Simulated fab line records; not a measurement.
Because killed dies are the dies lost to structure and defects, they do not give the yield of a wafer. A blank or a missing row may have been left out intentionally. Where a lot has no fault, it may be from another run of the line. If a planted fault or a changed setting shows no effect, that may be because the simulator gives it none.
Problem report, 8D (eight disciplines) form, completed by code | flow n5Finfet | the parts of the form that need people (team, actions taken, sign-off) are left out

## 1. WHAT IS WRONG
Mean of killed_at_M4_up at N5_PASSIVATION_PROBE_49: 94 across 6 wafers in 2 lots; on wafers with no fault it is 13 (standard deviation 5.4). That is +15 standard deviations from the usual mean.
First seen on wafer L814.2, day 17 18:25, on prober-01. At this step, 12 wafers from 4 lots have a number in the record. Rule for "out", or "out of limits": more than 4 standard deviations from the usual mean. The other wafers with a number count as sound.

## 2. WHAT IT IS; WHAT IT IS NOT
question                    | is                     | is not
which readings at this step | killed_at_M4_up        | killed_at_M0_to_M3, killedAtContacts, killedAtFrontEnd, killedAtOther, killedOpen, sort_bin_4_leakage, sort_bin_8_speed
which lots                  | L814, L816             | L804, L810
which wafers of those lots  | all that have a number | -
read on which tools         | prober-01, prober-02   | -
when                        | from day 17 18:25      | up to then (6 sound wafers)

## 3. WHAT RULES OUT EACH SUSPECT
Counting: a tool at any process step up to the reading remains a suspect when it ran all the lots that are out and ran no sound lot after the first of those.
- wetBench-02 at N5_BEOL_M6_PRECLEAN_42 (cleans in residue remover, time 60 s): kept. It processed each lot that is out, first L814 at day 13 19:04, and no sound lot thereafter; up to then, the last sound lot it processed was L810 at day 12 18:08.
- pecvd-02 at N5_MIM_TOP_ETCH_PECVD_03 (deposits SiNx from SiH4/NH3/N2, target thk 20 nm, time 17.6 s): kept. It ran every lot that is out, first L814 (day 17 06:44), and no sound lot after that.
- rieDiel-05 at N5_MIM_BOT_ETCH_ETCH_04 (etches SiNx in CF4/O2, target depth 26 nm, time 13 s): kept. It ran every lot that is out, first L814 (day 17 07:27), and no sound lot after that.
Still standing after the count: wetBench-02 at N5_BEOL_M6_PRECLEAN_42, pecvd-02 at N5_MIM_TOP_ETCH_PECVD_03, rieDiel-05 at N5_MIM_BOT_ETCH_ETCH_04.

## 4. THE CAUSE (what the simulator had put in)
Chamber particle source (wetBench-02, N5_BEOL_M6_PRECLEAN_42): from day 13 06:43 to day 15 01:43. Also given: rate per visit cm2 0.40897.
This tool is one of the 3 suspects left after counting.

## 5. THE EFFECT CHAIN, in route order
One row per reading whose mean, taken over the struck wafers that have a number, lies over 3 standard deviations from the usual. Only readings for which the record gives a usual standard deviation are gone through. hours: the time from each lot's start at the first step in this table that gives one to its start at this step, as a median over the lots. sigmas: the change in usual standard deviations.
hours | step                    | reading             | usual  | on struck wafers | change | sigmas
0     | N5_PASSIVATION_PROBE_49 | defectLimitedYield  | 91.3 % | 84.8             | -6.5   | -4.7
0     | N5_PASSIVATION_PROBE_49 | killed_at_M4_up     | 13     | 94               | +81    | +15
0     | N5_PASSIVATION_PROBE_49 | killedDies          | 103    | 179              | +76    | +4.8
0     | N5_PASSIVATION_PROBE_49 | sort_bin_5_function | 5.1 %  | 9.8              | +4.7   | +5.1
0     | N5_PASSIVATION_PROBE_49 | sortNPass           | 1077   | 1001             | -76    | -4.5
0     | N5_PASSIVATION_PROBE_49 | sortYieldPct        | 91.2 % | 84.8             | -6.4   | -4.6
The process steps in it:
- N5_PASSIVATION_PROBE_49

## 6. WHAT WOULD HAVE CAUGHT IT SOONER
In this record the first reading out of limits was taken at day 17 18:25, 108 hours after the fault began at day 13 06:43.
The start of N5_BEOL_M6_PRECLEAN_42 on wetBench-02 came by day 17 18:25 for every one of the lots that are out (2). Tool hold at that time: it would have spared none of them.
